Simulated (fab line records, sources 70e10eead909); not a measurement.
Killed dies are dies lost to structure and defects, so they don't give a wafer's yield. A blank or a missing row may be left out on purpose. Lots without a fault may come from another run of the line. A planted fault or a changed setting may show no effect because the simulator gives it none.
A struck lot beside a sound one | flow nand_harc | 13 steps out of a route of 1302
Sound: wafers L825.2, L825.4, L825.6. Struck: wafer L836.5. (L836.1 of the same lot was not struck and is left out.) The cause comes at the end.
At each step with rows: each side's tool, then ch and its chambers, then its first start. Under that, the readings that differ: sound wafers | struck wafers | difference of the means | sigmas: that difference in standard deviations of wafers without a fault.
alike: readings whose means differ by less than 2 such deviations, and words and numbers that are the same on both sides. not compared: withheld readings, readings that some wafer has no value for, bounds like >300 that may hide the same value, and numbers for which the record gives no deviation and whose values overlap.
The two part at a step that has a row with sigmas, a row that says differs or no value, or rows on one side only. Numbers that don't overlap but have no deviation are shown without sigmas and don't part them. A reading that every wafer of one side lacks parts them only if that side has two wafers or more.

first, 2 steps without rows for these wafers: NHARC_A_SOURCE_PLATE_CVD_03 (deposits poly-Si, target thk 200 nm, time 4000 s); NHARC_A_SOURCE_PLATE_ANNEAL_05 (time 1800 s).
NHARC_A_SOURCE_PLATE_THK_MEAS_06: measures by ellipsometry.
  sound on film_metro-01, day 10 09:20; struck on film_metro-02, day 14 14:13
  alike: thk_nm
NHARC_A_SOURCE_PLATE_INSPECT_08:
  sound on defect_inspect-02, day 10 09:27; struck on defect_inspect-01, day 14 14:16
  alike: raw_defect_count
then, 1 step without rows for these wafers: NHARC_A_ONON_D1_DEP_00 (target thk 1000 nm).
NHARC_A_ONON_D1_THK_MEAS_02: measures by ellipsometry.
  sound on film_metro-02, day 10 10:02; struck on film_metro-02, day 14 14:51
  reading     | sound       | struck | difference | sigmas
  thk_nm (nm) | 996 993 996 | 1018   | +23        | +2
then, 1 step without rows for these wafers: NHARC_A_ONON_D1_DEP_03 (target thk 1000 nm).
NHARC_A_ONON_D1_THK_MEAS_05: measures by ellipsometry.
  sound on film_metro-02, day 10 10:35; struck on film_metro-02, day 14 15:25
  alike: thk_nm
then, 1 step without rows for these wafers: NHARC_A_ONON_D1_DEP_06 (target thk 1000 nm).
NHARC_A_ONON_D1_THK_MEAS_08: measures by ellipsometry.
  sound on film_metro-02, day 10 11:10; struck on film_metro-02, day 14 15:59
  alike: thk_nm
NHARC_A_ONON_D1_DEP_09: target thk 1000 nm.
  sound on pecvd_onon-01 ch 0, day 10 11:16; struck on pecvd_onon-01 ch 0, day 14 16:07
NHARC_A_ONON_D1_THK_MEAS_11: measures by ellipsometry.
  sound on film_metro-01, day 10 11:44; struck on film_metro-02, day 14 16:37
  reading     | sound       | struck | difference | sigmas
  thk_nm (nm) | 989 990 988 | 877    | -112       | -12
then, 1 step without rows for these wafers: NHARC_A_ONON_D1_DEP_12 (target thk 1000 nm).

WHERE THEY PART
First at NHARC_A_ONON_D1_THK_MEAS_02; last, within this record, at NHARC_A_ONON_D1_THK_MEAS_11.

WHY: what the simulator had put in
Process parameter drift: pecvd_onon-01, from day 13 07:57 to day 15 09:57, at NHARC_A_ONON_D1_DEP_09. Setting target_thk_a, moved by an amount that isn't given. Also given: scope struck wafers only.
